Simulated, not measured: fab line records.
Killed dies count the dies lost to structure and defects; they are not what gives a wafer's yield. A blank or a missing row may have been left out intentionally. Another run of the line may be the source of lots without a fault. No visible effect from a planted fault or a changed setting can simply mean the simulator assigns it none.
Chamber matching	flow n5_finfet	N5_STI_FIN_REVEAL_ETCHBACK_08 on rie_diel-06 has 4 sister chambers
The step etches SiO2 in C4F6/O2, target depth 30.5 nm, time 10.167 s. 4 wafers are shown with their chamber, then 9 later ones without.

== WAFERS PAIRED WITH THEIR CHAMBERS ==
wafer	chamber	rf_vpp_V (V)
L085.2	3	658
L088.1	2	663
L088.3	1	679
L088.5	0	631

== WAFERS WITH NO CHAMBER GIVEN ==
wafer	rf_vpp_V (V)
L092.1	680
L092.2	659
L092.3	664
L096.2	664
L096.3	641
L096.6	641
L097.1	664
L097.5	658
L097.6	642

== WHICH CHAMBER EACH ONE RAN IN ==
wafer	from the rows above	in truth
L092.1	1	1
L092.2	can't be placed: 3 or 2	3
L092.3	can't be placed: 2 or 3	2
L096.2	can't be placed: 2 or 3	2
L096.3	can't be placed: 0 or 3 or 2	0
L096.6	can't be placed: 0 or 3 or 2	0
L097.1	can't be placed: 2 or 3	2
L097.5	can't be placed: 3 or 2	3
L097.6	can't be placed: 0 or 3 or 2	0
Correct placement for 1 of the 9. From these rows, 8 cannot be placed; in 8 the true chamber is one of the candidates. Placed wrongly: 0.
How it was worked out, from the rows above alone: a wafer's distance from a chamber is the root of the sum, over the readings, of the square of ((its reading less the chamber's mean) divided by the reading's scatter). If the next closest chamber is less than 2 further off than the closest, the wafer can't be placed; otherwise it belongs to the closest. The mean given for a chamber averages the wafers shown for that chamber. The scatter (one wafer shown for each chamber): square how far every hidden wafer sits from the nearest shown wafer, average those squares and take the square root.
